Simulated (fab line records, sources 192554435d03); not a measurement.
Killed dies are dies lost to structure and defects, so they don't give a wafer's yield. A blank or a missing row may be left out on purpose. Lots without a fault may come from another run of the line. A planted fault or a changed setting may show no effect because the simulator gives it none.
Which tool did it? | flow n5_finfet | 24 lots, 72 wafers sampled, at 3 steps of a route of 1938

WHAT THE GAUGES READ, wafer by wafer
N5_BEOL_M1_CD_MEAS_11: target cd 17.05 nm. Usual: cd_nm 17.11 nm, standard deviation 0.24.
lot  | measured     | on        | cd_nm (nm)        | flag
L074 | day 6 03:49  | cd_sem-01 | 17.16 17.27 17.24 |
L075 | day 6 10:19  | cd_sem-02 | 17.02 16.73 17.18 |
L076 | day 6 14:18  | cd_sem-03 | 16.79 17.34 16.91 |
L077 | day 6 18:58  | cd_sem-02 | 17.18 17.10 17.27 |
L078 | day 6 22:54  | cd_sem-03 | 17.12 17.42 16.80 |
L079 | day 7 07:53  | cd_sem-02 | 16.83 17.39 16.85 |
L080 | day 7 11:57  | cd_sem-03 | 17.20 17.03 17.28 |
L081 | day 7 20:32  | cd_sem-01 | 17.06 17.19 16.72 |
L082 | day 8 01:17  | cd_sem-03 | 17.20 17.60 17.12 |
L083 | day 8 11:04  | cd_sem-03 | 16.81 17.44 16.96 |
L084 | day 8 15:59  | cd_sem-01 | 17.50 16.96 16.99 |
L085 | day 8 19:17  | cd_sem-02 | 16.68 17.47 16.85 |
L086 | day 9 02:15  | cd_sem-01 | 17.28 17.51 16.73 |
L087 | day 9 08:06  | cd_sem-02 | 16.80 17.52 17.19 |
L088 | day 9 20:30  | cd_sem-02 | 17.13 16.88 17.31 |
L090 | day 10 01:33 | cd_sem-01 | 17.31 16.99 17.21 |
L089 | day 10 03:43 | cd_sem-01 | 17.21 16.79 17.01 |
L092 | day 10 15:03 | cd_sem-03 | 17.26 17.09 17.61 |
L091 | day 10 18:45 | cd_sem-03 | 17.02 17.67 17.17 |
L093 | day 10 21:29 | cd_sem-01 | 17.00 17.16 17.35 |
L094 | day 10 22:35 | cd_sem-02 | 16.83 17.25 17.13 |
L095 | day 11 09:28 | cd_sem-01 | 17.21 17.31 17.33 |
L096 | day 11 16:07 | cd_sem-02 | 17.36 16.93 17.26 |
L097 | day 11 22:00 | cd_sem-02 | 17.06 17.22 17.10 |

N5_BEOL_M1_OVL_MEAS_29. Usual: V0_OVL -0.3 nm, standard deviation 0.73.
lot  | measured     | on         | V0_OVL (nm)    | flag
L074 | day 6 04:44  | overlay-02 | -0.2 -1.3 -1.5 |
L075 | day 6 11:23  | overlay-01 | 0.1 0.6 0.5    |
L076 | day 6 15:17  | overlay-02 | -0.4 0.6 0.3   |
L077 | day 6 19:59  | overlay-01 | -1.9 -2.3 -1.1 |
L078 | day 6 23:58  | overlay-02 | 0.7 0.2 0.4    |
L079 | day 7 09:00  | overlay-01 | -1.2 -0.7 -1.5 |
L080 | day 7 13:11  | overlay-02 | -0.6 -0.7 -1.3 |
L081 | day 7 21:48  | overlay-02 | 0.8 0.2 -0.1   |
L082 | day 8 02:19  | overlay-01 | -0.2 -0.7 0.3  |
L083 | day 8 12:01  | overlay-02 | 0.2 -0.2 -0.2  |
L084 | day 8 16:58  | overlay-02 | 0.8 -0.5 -0.3  |
L085 | day 8 20:25  | overlay-02 | 0.4 -0.2 -0.3  |
L086 | day 9 03:17  | overlay-01 | 0.1 0.5 -0.2   |
L087 | day 9 09:11  | overlay-01 | -1.5 -0.5 -1.4 |
L088 | day 9 21:54  | overlay-02 | 0.3 0.0 -0.7   |
L090 | day 10 02:30 | overlay-01 | 0.2 -0.7 -0.2  |
L089 | day 10 04:38 | overlay-02 | 1.0 -0.2 -0.4  |
L092 | day 10 16:06 | overlay-02 | -0.2 0.0 -1.5  |
L091 | day 10 19:47 | overlay-02 | -0.6 0.6 -0.8  |
L093 | day 10 23:16 | overlay-02 | -2.0 -0.6 -0.8 |
L094 | day 10 23:49 | overlay-02 | 0.2 0.5 0.0    |
L095 | day 11 10:29 | overlay-02 | 0.8 0.0 -0.4   |
L096 | day 11 17:05 | overlay-02 | -0.3 -0.7 0.6  |
L097 | day 11 22:58 | overlay-02 | -0.2 -0.5 -0.7 |

WHICH TOOL RAN EACH LOT (tool, then ch and the chambers of the sampled wafers, then the start)
lot  | N5_BEOL_M1_ILD_DEP_00
L074 | pecvd-02 ch 0,2, day 6 01:29
L075 | pecvd-04 ch 0,1, day 6 07:52
L076 | pecvd-02 ch 0,1, day 6 11:16
L077 | pecvd-03 ch 1,2, day 6 17:34
L078 | pecvd-03 ch 0,1,2, day 6 20:56
L079 | pecvd-04 ch 1,2, day 7 06:43
L080 | pecvd-02 ch 1,2, day 7 10:47
L081 | pecvd-02 ch 0,1,2, day 7 19:20
L082 | pecvd-04 ch 0,1,2, day 7 23:10
L083 | pecvd-02 ch 0,1,2, day 8 09:58
L084 | pecvd-02 ch 0,2, day 8 15:17
L085 | pecvd-02 ch 0,1,2, day 8 17:49
L086 | pecvd-04 ch 0,1,2, day 8 23:19
L087 | pecvd-03 ch 0,1,2, day 9 05:29
L088 | pecvd-03 ch 0,1, day 9 18:38
L090 | pecvd-03 ch 0,1, day 9 23:01
L089 | pecvd-04 ch 0,1, day 10 01:13
L092 | pecvd-02 ch 1,2, day 10 14:21
L091 | pecvd-03 ch 0,1, day 10 17:51
L093 | pecvd-02 ch 0,1, day 10 18:34
L094 | pecvd-04 ch 0,2, day 10 22:00
L095 | pecvd-04 ch 0,2, day 11 07:53
L096 | pecvd-02 ch 1,2, day 11 15:08
L097 | pecvd-03 ch 1,2, day 11 19:20
- N5_BEOL_M1_ILD_DEP_00: deposits SiOC from DEMS/O2, target thk 79 nm, time 15.3 s.

WHAT THE TOOLS THEMSELVES READ (means of the sampled wafers that have a number; where no wafer has one, the mark that the record gives instead)
N5_BEOL_M1_ILD_DEP_00. Usual: heater_power_w 464 W, standard deviation 64; showerhead_plenum_p_Torr 5.691 Torr, standard deviation 0.014; throttle_valve_pct 12.0 %, standard deviation 0.8.
lot  | tool     | heater_power_w (W) | showerhead_plenum_p_Torr (Torr) | throttle_valve_pct (%) | flag
L074 | pecvd-02 | 446                | 5.674                           | 11.3                   |
L075 | pecvd-04 | 490                | 5.701                           | 13.0                   |
L076 | pecvd-02 | 433                | 5.694                           | 11.5                   |
L077 | pecvd-03 | 379                | 5.694                           | 11.9                   |
L078 | pecvd-03 | 472                | 5.699                           | 11.9                   |
L079 | pecvd-04 | 490                | 5.689                           | 12.9                   |
L080 | pecvd-02 | 456                | 5.676                           | 12.0                   |
L081 | pecvd-02 | 438                | 5.687                           | 11.7                   |
L082 | pecvd-04 | 457                | 5.695                           | 12.3                   |
L083 | pecvd-02 | 439                | 5.687                           | 11.6                   |
L084 | pecvd-02 | 480                | 5.682                           | 11.4                   |
L085 | pecvd-02 | 459                | 5.683                           | 11.8                   |
L086 | pecvd-04 | 475                | 5.695                           | 12.4                   |
L087 | pecvd-03 | 493                | 5.711                           | 11.9                   |
L088 | pecvd-03 | 518                | 5.716                           | 12.2                   |
L090 | pecvd-03 | 518                | 5.692                           | 11.7                   |
L089 | pecvd-04 | 467                | 5.695                           | 13.4                   |
L092 | pecvd-02 | 420                | 5.687                           | 12.0                   |
L091 | pecvd-03 | 521                | 5.714                           | 12.1                   |
L093 | pecvd-02 | 482                | 5.690                           | 12.0                   |
L094 | pecvd-04 | 443                | 5.684                           | 11.5                   |
L095 | pecvd-04 | 454                | 5.691                           | 12.1                   |
L096 | pecvd-02 | 458                | 5.691                           | 12.1                   |
L097 | pecvd-03 | 476                | 5.707                           | 11.9                   |

THE ANSWER, worked out from the rows above alone
Rule: a lot is off if the mean of its wafers that have a number lies more than 3 standard deviations from the usual mean. A lot without any number at a reading at which 4 lots or more have one is off too. The other lots that the step has rows for count as sound. The gauges are gone through in route order, then the tools' own readings, and for those a lot's mean is taken as printed above. The first step at which some lot is off is used, and at that step the reading that is off furthest; a lot without a number counts as furthest.
No lot is off at any reading shown: from this, nothing can be told.

WHAT THE SIMULATOR HAD PUT IN
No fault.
